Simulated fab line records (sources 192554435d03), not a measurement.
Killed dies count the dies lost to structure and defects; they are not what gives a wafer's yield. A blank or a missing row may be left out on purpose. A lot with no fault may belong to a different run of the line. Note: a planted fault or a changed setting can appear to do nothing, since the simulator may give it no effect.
fab line records | flow n5_finfet
record: lots: 11 wafers: 31 last_day: 19
route steps=1938 shown BEOL_M5@1181 BEOL_M6@1194
lots that met no fault: taken from a fault-free run of the same line
start_h: hours from the record's first day to the start of the lot's first wafer shown | wait_h: how many hours have passed since the lot's step before this one | " identical to the entry in the row above | L1.1+2: several wafers, shown together as one row | - no value, or no start given | * or withheld: withheld | < > ~ a bound
route shown NAME@n: names a module that has steps shown in the file, with the first one's number in the route | usual: mean/standard deviation taken from wafers without a fault | same: alike in all rows | chamber/n: place in a boat | sites: per-site readings | _std_site: the values' standard deviation | _edge_site: inner sites' mean taken away from outer sites' mean | radius_mm: for every site, how far away it sits from the centre of the wafer | mask NAME#n: copy n | behind: the last tool/chamber to shape the wafer | hold: why the lot was held/for how many hours/how that ended | device: whichever transistor did not switch (one of n, p or np) | end of line: tests run on the same wafers once the route is complete | a step given without rows: its recipe and nothing more | killed: the dies lost at the first sort to structure and to defects; this is not the yield of the wafer | map: shows each die of a wafer: x if killed, . if not, _ if none is there
set.NAME: setting as actually run; set.NAME@STEP: the setting as run at that earlier step | model.NAME: the simulator's own value behind a step, which no gauge read
a sample of lots followed through the steps of the route, with each step as a table and each wafer as a row
services: a tool's chamber out of use, with start hour (start_h, from the record's first day; less than 0 if before it), hours out, and reason
== steps ==
step: N5_BEOL_M5_SPUTTER_88
recipe: material: Cu target_thk_a: 150 temp_c: -20 chamber_pressure_pa: 0.07 power_w: withheld time_s: 27.62
usual: throttle_valve_pct: 30.3/0.98
columns lot.wafer tool chamber start_h wait_h throttle_valve_pct
L170.2 pvd_sputter-03 - 212.45 0.5 31.6
L170.4 " - " " 31.4
L170.5 " - " " 31.5
L169.2 pvd_sputter-01 - 213.15 0.5 28.1
L169.5 " - " " 30.1
L169.6 " - " " 30.6
L172.2 pvd_sputter-01 - 225.21 0.5 30.0
L172.3 " - " " 30.2
L172.6 " - " " 27.9
L177.3 pvd_sputter-03 - 252.65 0.5 31.5
L177.5 " - " " 30.0
L180.4 pvd_sputter-02 - 264.91 0.5 31.8
L180.5 " - " " 29.8
L180.6 " - " " 32.0
L179.1 pvd_sputter-03 - 269.45 0.5 31.5
L179.5 " - " " 31.9
L184.1 pvd_sputter-02 - 298.38 0.5 31.8
L184.5 " - " " 29.8
L184.6 " - " " 30.3
L188.3 pvd_sputter-02 - 309.16 0.5 29.9
L188.4 " - " " 29.9
L188.6 " - " " 30.4
L187.1 pvd_sputter-01 - 312.84 0.5 30.0
L187.3 " - " " 28.2
L187.5 " - " " 28.0
L189.1 pvd_sputter-01 - 329.01 0.5 30.2
L189.2 " - " " 30.2
L189.5 " - " " 30.4
L191.2 pvd_sputter-03 - 329.20 0.5 30.0
L191.3 " - " " 31.6
L191.6 " - " " 31.6
step: N5_BEOL_M5_CO_CAP_78
recipe: material: Co target_thk_a: 20 temp_c: 200 precursor: CCTBA/H2 pressure_torr: 30 time_s: 102.1
usual: heater_power_w: 252/21
columns lot.wafer tool chamber start_h wait_h heater_power_w since_wet_clean_h
L170.2 cvd_co-01 0 214.79 0.0 240 756
L170.4 " 1 " " 278 -
L170.5 " 0 " " 237 -
L169.2 cvd_co-01 0 215.17 0.0 239 757
L169.5 " 2 " " 268 -
L169.6 " 1 " " 272 -
L172.2 cvd_co-01 2 227.17 0.0 269 309
L172.3 " 1 " " 279 1206
L172.6 " 1 " " 278 -
L177.3 cvd_co-01 2 254.62 0.0 266 337
L177.5 " 0 " " 243 -
L180.4 cvd_co-02 1 267.38 0.0 216 -
L180.5 " 0 " " 235 -
L180.6 " 2 " " 230 -
L179.1 cvd_co-01 1 271.41 0.0 276 1250
L179.5 " 1 " " 276 -
L184.1 cvd_co-01 2 303.10 0.0 273 385
L184.5 " 1 " " 270 -
L184.6 " 0 " " 226 -
L188.3 cvd_co-01 1 312.50 0.0 276 1291
L188.4 " 2 " " 265 -
L188.6 " 1 " " 280 -
L187.1 cvd_co-01 0 317.88 0.0 226 859
L187.3 " 2 " " 275 400
L187.5 " 2 " " 268 -
L189.1 cvd_co-01 0 330.97 0.0 238 872
L189.2 " 2 " " 273 413
L189.5 " 2 " " 273 -
L191.2 cvd_co-02 2 331.20 0.0 234 632
L191.3 " 1 " " 217 179
L191.6 " 0 " " 234 -
step: N5_BEOL_M6_ILD_DEP_00
recipe: material: SiCOH_lowk target_thk_a: 1797.5 temp_c: 300 precursor: DEMS/porogen pressure_torr: 5 rf_w: 500 time_s: 33.4
usual: heater_power_w: 311/55 showerhead_plenum_p_Torr: 5.746/0.014 throttle_valve_pct: 13.8/0.59
columns lot.wafer tool chamber start_h wait_h heater_power_w showerhead_plenum_p_Torr since_wet_clean_h throttle_valve_pct
L170.2 pecvd-04 1 215.07 0.0 284 5.763 2006 14.2
L170.4 " 2 " " 271 5.725 - 13.3
L170.5 " 1 " " 292 5.769 - 14.0
L169.2 pecvd-01 2 215.45 0.0 338 5.766 164 12.6
L169.5 " 2 " " 352 5.764 - 12.9
L169.6 " 1 " " 308 5.738 - 14.0
L172.2 pecvd-03 1 227.44 0.1 345 5.729 - 14.1
L172.3 " 1 " " 348 5.744 - 13.7
L172.6 " 1 " " 279 5.753 - 13.9
L177.3 pecvd-03 0 254.90 0.0 257 5.734 778 14.0
L177.5 " 2 " " 280 5.741 - 13.4
L180.4 pecvd-01 1 267.61 0.1 297 5.745 - 14.0
L180.5 " 2 " " 291 5.758 - 12.8
L180.6 " 0 " " 368 5.749 - 14.7
L179.1 pecvd-03 1 271.65 0.0 341 5.744 1519 13.8
L179.5 " 2 " " 253 5.739 - 13.2
L184.1 pecvd-01 1 303.39 0.0 303 5.749 1732 14.0
L184.5 " 2 " " 350 5.761 - 12.7
L184.6 " 1 " " 310 5.741 - 14.0
L188.3 pecvd-04 0 312.77 0.0 265 5.751 1379 13.9
L188.4 " 1 " " 244 5.767 - 14.1
L188.6 " 0 " " 261 5.727 - 13.9
L187.1 pecvd-04 1 318.12 0.0 271 5.752 2110 14.2
L187.3 " 2 " " 245 5.747 631 13.3
L187.5 " 0 " " 274 5.718 - 13.8
L189.1 pecvd-01 1 331.22 0.0 314 5.754 1760 14.2
L189.2 " 2 " " 306 5.764 280 12.8
L189.5 " 1 " " 319 5.745 - 13.9
L191.2 pecvd-04 1 331.44 0.0 299 5.763 2123 13.8
L191.3 " 2 " " 275 5.745 644 13.2
L191.6 " 1 " " 231 5.771 - 14.0
step: N5_BEOL_M6_THK_MEAS_01
recipe: reads: SiCOH_lowk_of_BEOL_M6_ILD_DEP_00
usual: M6_ILD_THK: 154.9/1.9
columns lot.wafer tool chamber start_h wait_h M6_ILD_THK[nm]
L170.2 film_metro-02 - 215.67 0.4 153.5
L170.4 " - " " 156.1
L170.5 " - " " 156.0
L169.2 film_metro-01 - 216.51 0.7 153.2
L169.5 " - " " 153.0
L169.6 " - " " 154.0
L172.2 film_metro-02 - 228.09 0.4 154.3
L172.3 " - " " 154.6
L172.6 " - " " 154.1
L177.3 film_metro-01 - 255.47 0.3 152.9
L177.5 " - " " 162.6
L180.4 film_metro-01 - 268.65 0.4 156.0
L180.5 " - " " 154.5
L180.6 " - " " 155.9
L179.1 film_metro-02 - 272.71 0.8 156.0
L179.5 " - " " 164.9
L184.1 film_metro-01 - 303.96 0.4 155.3
L184.5 " - " " 156.0
L184.6 " - " " 156.5
L188.3 film_metro-02 - 313.83 0.5 154.3
L188.4 " - " " 158.7
L188.6 " - " " 159.8
L187.1 film_metro-02 - 318.70 0.4 157.8
L187.3 " - " " 155.6
L187.5 " - " " 158.4
L189.1 film_metro-01 - 331.79 0.4 153.8
L189.2 " - " " 155.0
L189.5 " - " " 158.0
L191.2 film_metro-01 - 332.02 0.4 154.4
L191.3 " - " " 154.8
L191.6 " - " " 157.0
step: N5_BEOL_M6_PECVD_70
recipe: material: SiO2 target_thk_a: 200 temp_c: 400 precursor: TEOS/O2 pressure_torr: 5.5 rf_w: 450 teos_flow_sccm: 53.8 gas: O2 flow_sccm: 3000 time_s: 22.7
usual: heater_power_w: 657/74 showerhead_plenum_p_Torr: 8.79/0.048 throttle_valve_pct: 22.3/0.61
columns lot.wafer tool chamber start_h wait_h heater_power_w showerhead_plenum_p_Torr since_wet_clean_h throttle_valve_pct
L170.2 pecvd-03 0 215.71 0.0 629 8.77 738 22.7
L170.4 " 1 " " 666 8.78 - 22.8
L170.5 " 1 " " 659 8.83 - 22.6
L169.2 pecvd-03 0 216.54 0.0 659 8.81 739 22.6
L169.5 " 1 " " 750 8.79 - 22.6
L169.6 " 0 " " 652 8.79 - 22.7
L172.2 pecvd-04 1 228.12 0.0 563 8.87 2020 22.8
L172.3 " 2 " " 621 8.78 541 21.3
L172.6 " 2 " " 634 8.78 - 21.2
L177.3 pecvd-03 2 255.51 0.0 686 8.75 23 21.8
L177.5 " 2 " " 677 8.72 - 21.7
L180.4 pecvd-03 2 268.70 0.1 644 8.74 - 21.7
L180.5 " 1 " " 719 8.80 - 22.2
L180.6 " 0 " " 682 8.74 - 22.7
L179.1 pecvd-04 1 272.75 0.0 646 8.87 2064 23.0
L179.5 " 0 " " 596 8.76 - 22.1
L184.1 pecvd-03 2 304.00 0.0 630 8.75 72 21.5
L184.5 " 2 " " 660 8.74 - 21.9
L184.6 " 1 " " 731 8.80 - 22.7
L188.3 pecvd-04 0 313.87 0.0 634 8.75 1380 22.2
L188.4 " 2 " " 634 8.76 - 21.5
L188.6 " 1 " " 686 8.88 - 23.0
L187.1 pecvd-01 2 318.74 0.0 680 8.84 268 20.8
L187.3 " 1 " " 664 8.82 1748 22.6
L187.5 " 0 " " 912 8.86 - 23.8
L189.1 pecvd-04 0 331.83 0.0 596 8.76 1398 22.5
L189.2 " 2 " " 619 8.78 644 21.5
L189.5 " 2 " " 632 8.75 - 21.6
L191.2 pecvd-04 1 332.06 0.0 605 8.89 2123 22.9
L191.3 " 2 " " 635 8.77 644 21.8
L191.6 " 1 " " 595 8.88 - 22.7
== services ==
columns tool chamber start_h hours kind
pecvd-03 - 193.06 0.3 repair
pecvd-04 0 196.07 5.5 scheduled_down
pecvd-01 - 200.24 6.0 pm
pecvd-03 1 201.03 2.1 scheduled_down
pecvd-03 2 203.21 - clean
pecvd-03 2 203.21 - consumable_replace:showerhead
pecvd-03 2 203.21 29.0 scheduled_down
pecvd-03 2 203.21 29.0 vent_cycle
pecvd-04 0 207.47 14.5 repair
cvd_co-02 - 214.02 0.4 repair
pecvd-04 2 215.50 5.5 scheduled_down
pecvd-03 0 226.34 12.3 repair
pecvd-01 0 226.63 2.1 scheduled_down
cvd_co-01 2 254.90 3.5 repair
cvd_co-02 - 255.23 0.4 repair
pvd_sputter-01 - 272.01 0.5 repair
cvd_co-02 - 305.78 6.9 pm
pecvd-03 0 308.66 4.7 repair
cvd_co-01 - 321.62 1.0 repair
== key ==
first_sign: step: N5_BEOL_M6_THK_MEAS_01 reading: M6_ILD_THK direction: up sigmas: 4.8 usual: 154.9 struck: 163.8
effect none on later readings
met_at N5_BEOL_M6_ILD_DEP_00
struck_lots L177,L179
struck_wafers L177.5,L179.5
not_acting_at N5_BEOL_M5_SPUTTER_88,N5_BEOL_M5_CO_CAP_78,N5_BEOL_M6_PECVD_70
onset_between 227.44 254.90
fault: kind: process_parameter_drift tool: pecvd-03 chamber: - onset_h: 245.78 steps: N5_BEOL_M6_ILD_DEP_00 channel: target_thk_a offset: * shape: step end_h: 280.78 scope: struck_wafers_only acts_in: * stated: *
